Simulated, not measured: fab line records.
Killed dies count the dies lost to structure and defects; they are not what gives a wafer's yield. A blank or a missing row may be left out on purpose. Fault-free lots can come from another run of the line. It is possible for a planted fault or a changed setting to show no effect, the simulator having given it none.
Chamber matching    flow nand_harc    3 sister chambers for NHARC_A_CHANNEL_FILL_D1_ALD_02 on ald_hk-04
The step deposits SiO2, target thk 6 nm, pulse time 10 s, ald cycles 60. 20 wafers are shown with their chamber, then 7 later ones without.

## EACH WAFER AND ITS CHAMBER
wafer   chamber  heater_power_w (W)  precursor_pulse_height_rel
L075.3  3        446                 1.020
L075.4  2        404                 1.004
L075.5  3        431                 0.988
L078.3  3        451                 0.990
L078.4  1        503                 1.004
L078.5  1        501                 0.976
L083.2  3        439                 0.980
L083.3  2        398                 1.023
L083.4  1        510                 0.974
L082.2  2        398                 1.030
L082.4  3        437                 1.011
L082.6  1        516                 1.027
L084.1  1        485                 0.989
L084.5  3        433                 1.000
L084.6  2        431                 0.993
L086.2  1        482                 0.984
L086.3  3        422                 0.984
L086.5  2        442                 0.987
L089.2  3        437                 1.001
L089.3  2        437                 1.033

SIGNATURES (means of the wafers above)
reading                     chamber 1  chamber 2  chamber 3  scatter within a chamber
heater_power_w              499.50     418.33     437.00     14.5
precursor_pulse_height_rel  0.99233    1.01167    0.99675    0.0176
Rule: distance of a wafer from a chamber = root of the sum over the readings of ((wafer's reading minus chamber's mean) / reading's scatter) squared. If the next closest chamber is less than 2 further off than the closest, the wafer can't be placed; otherwise it belongs to the closest. The scatter: the root of (the sum of the squares of (reading less its chamber's mean) over the shown wafers, divided by (wafers less chambers)).

## WAFERS WITHOUT THEIR CHAMBER
wafer   heater_power_w (W)  precursor_pulse_height_rel
L088.2  439                 1.018
L088.4  494                 0.993
L088.5  483                 0.997
L091.1  426                 1.025
L091.5  431                 0.977
L095.3  440                 1.015
L095.6  439                 1.014

## WHICH CHAMBER EACH ONE RAN IN
wafer   from the rows above      in truth
L088.2  can't be placed: 3 or 2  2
L088.4  1                        1
L088.5  1                        1
L091.1  can't be placed: 2 or 3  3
L091.5  can't be placed: 3 or 2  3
L095.3  can't be placed: 3 or 2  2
L095.6  can't be placed: 3 or 2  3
Placed correctly: 2 of 7. From these rows, 5 cannot be placed; in 5 the true chamber is one of the candidates. Number placed wrongly: 0.
